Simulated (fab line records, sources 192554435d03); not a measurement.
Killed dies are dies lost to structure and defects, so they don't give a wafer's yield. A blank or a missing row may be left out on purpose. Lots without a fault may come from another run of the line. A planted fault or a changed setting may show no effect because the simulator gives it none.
Split-lot experiment | flow n5_finfet | 7 lots, 39 wafers read, on a route of 1938 steps

THE SPLIT
At N5_DUMMY_GATE_ETCH_37 (etches SOC in N2/H2, target depth 60 nm, overetch 30 nm), the setting source_w was moved away from the recipe's 840 W on 15 of the 39 wafers read, by -17.4% to +18.9%. The other wafers ran this setting at the recipe's value.

The reading is taken at the split's own step.

THE READING
rf_vpp_V, in V, at N5_DUMMY_GATE_ETCH_37 (etches SOC in N2/H2, target depth 60 nm, overetch 30 nm). Fault-free wafers of this fab line usually give 524.0 V, standard deviation 2.4 V.

wafer  | tool, chamber at the split | source_w as run, W | against the recipe | rf_vpp_V, V | against lot-mates on the recipe
L078.1 | rie_diel-04, 0             | 840                | recipe             | 521.3       | -
L078.2 | rie_diel-04, 1             | 927.1              | +10.4%             | 508.5       | -13.8
L078.3 | rie_diel-04, 2             | 840                | recipe             | 523.5       | -
L078.4 | rie_diel-04, 0             | 927.1              | +10.4%             | 505.4       | -16.9
L078.5 | rie_diel-04, 2             | 840                | recipe             | 522.0       | -
L078.6 | rie_diel-04, 1             | 927.1              | +10.4%             | 509.3       | -13.0
L083.1 | rie_diel-04, 2             | 799.5              | -4.8%              | 531.3       | +7.0
L083.2 | rie_diel-04, 1             | 799.5              | -4.8%              | 534.4       | +10.1
L083.3 | rie_diel-04, 0             | 840                | recipe             | 524.2       | -
L083.4 | rie_diel-04, 0             | 840                | recipe             | 522.0       | -
L083.5 | rie_diel-04, 2             | 799.5              | -4.8%              | 531.0       | +6.7
L083.6 | rie_diel-04, 1             | 840                | recipe             | 526.7       | -
L084.1 | rie_diel-04, 2             | 976.2              | +16.2%             | 496.8       | -27.5
L084.2 | rie_diel-04, 1             | 976.2              | +16.2%             | 500.5       | -23.8
L084.3 | rie_diel-04, 0             | 840                | recipe             | 524.6       | -
L084.4 | rie_diel-04, 1             | 840                | recipe             | 525.6       | -
L084.5 | rie_diel-04, 2             | 976.2              | +16.2%             | 497.3       | -27.0
L084.6 | rie_diel-04, 0             | 840                | recipe             | 522.7       | -
L086.1 | rie_diel-05, 3             | 840                | recipe             | 521.5       | -
L086.2 | rie_diel-05, 2             | 840                | recipe             | 525.6       | -
L086.3 | rie_diel-05, 1             | 840                | recipe             | 520.3       | -
L086.4 | rie_diel-05, 0             | 840                | recipe             | 527.0       | -
L086.5 | rie_diel-05, 2             | 840                | recipe             | 525.3       | -
L086.6 | rie_diel-05, 3             | 840                | recipe             | 519.4       | -
L088.1 | rie_diel-06, 0             | 694.1              | -17.4%             | 560.2       | +34.2
L088.2 | rie_diel-06, 2             | 840                | recipe             | 526.4       | -
L088.3 | rie_diel-06, 3             | 694.1              | -17.4%             | 560.4       | +34.4
L088.4 | rie_diel-06, 1             | 694.1              | -17.4%             | 556.5       | +30.5
L088.5 | rie_diel-06, 3             | 840                | recipe             | 525.9       | -
L088.6 | rie_diel-06, 2             | 840                | recipe             | 525.7       | -
L090.1 | rie_diel-06, 2             | 840                | recipe             | 527.0       | -
L090.2 | rie_diel-06, 0             | 840                | recipe             | 527.2       | -
L090.3 | rie_diel-06, 3             | 998.7              | +18.9%             | 497.4       | -28.1
L090.4 | rie_diel-06, 1             | 840                | recipe             | 522.2       | -
L090.5 | rie_diel-06, 3             | 998.7              | +18.9%             | 496.0       | -29.5
L090.6 | rie_diel-06, 2             | 998.7              | +18.9%             | 497.0       | -28.5
L096.2 | rie_diel-05, 0             | 840                | recipe             | 526.7       | -
L096.3 | rie_diel-05, 2             | 840                | recipe             | 525.4       | -
L096.6 | rie_diel-05, 3             | 840                | recipe             | 521.3       | -

THE FIT
A straight line over all 39 wafers: rf_vpp_V changes by -1.69 V for each +1% of source_w; r = -0.98; the points scatter about the line by 2.8 V.
The same after taking each lot's own level away (the mean of its wafers on the recipe; 39 wafers): -1.66 V for each +1%; r = -0.99; scatter 2.4 V.
On that fit, the largest move of source_w shifts the reading by 31 V.
The lots' own levels span 522.27 to 526.00 V, that is 1.6 times the standard deviation above.
So the lot-to-lot level changes the slope little: the two slopes agree.
Check: with one of the wafers moved furthest among these (+18.9%) left out of the fit, the line predicts -30.9 V for it against its lot-mates. It came out at -28.1 V against them.
Tool readings at the split's step, against how far the setting was moved: rf_vpp_V r = -0.98.

OTHER SPLITS ON THESE WAFERS
These wafers also went through other splits before the reading. Each is held against what the fit with the lots' levels taken away leaves over:
other split on the same wafers  | wafers away from the commonest value | r with rf_vpp_V (lot level and that fit taken away)
N5_DUMMY_GATE_EXPOSE_12 dose_mj | 15                                   | -0.12

THE WHOLE CHAIN: every reading that the file lists as answering this split, in the file's order
step                  | what it does                                            | reading                                                                             | change (the file's fit)                | r (the file's)
N5_DUMMY_GATE_ETCH_37 | etches SOC in N2/H2, target depth 60 nm, overetch 30 nm | rf_vpp_V                                                                            | -1.64 V for each +1% of the setting    | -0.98
N5_DUMMY_GATE_ETCH_37 | etches SOC in N2/H2, target depth 60 nm, overetch 30 nm | SiARC_of_DUMMY_GATE_COAT_35.thk_nm (the simulator's own value, which no gauge read) | -0.0305 nm for each +1% of the setting | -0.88

THE FILE'S OWN FIT
rf_vpp_V changes by -1.64 V for each +1% of source_w, r = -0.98.
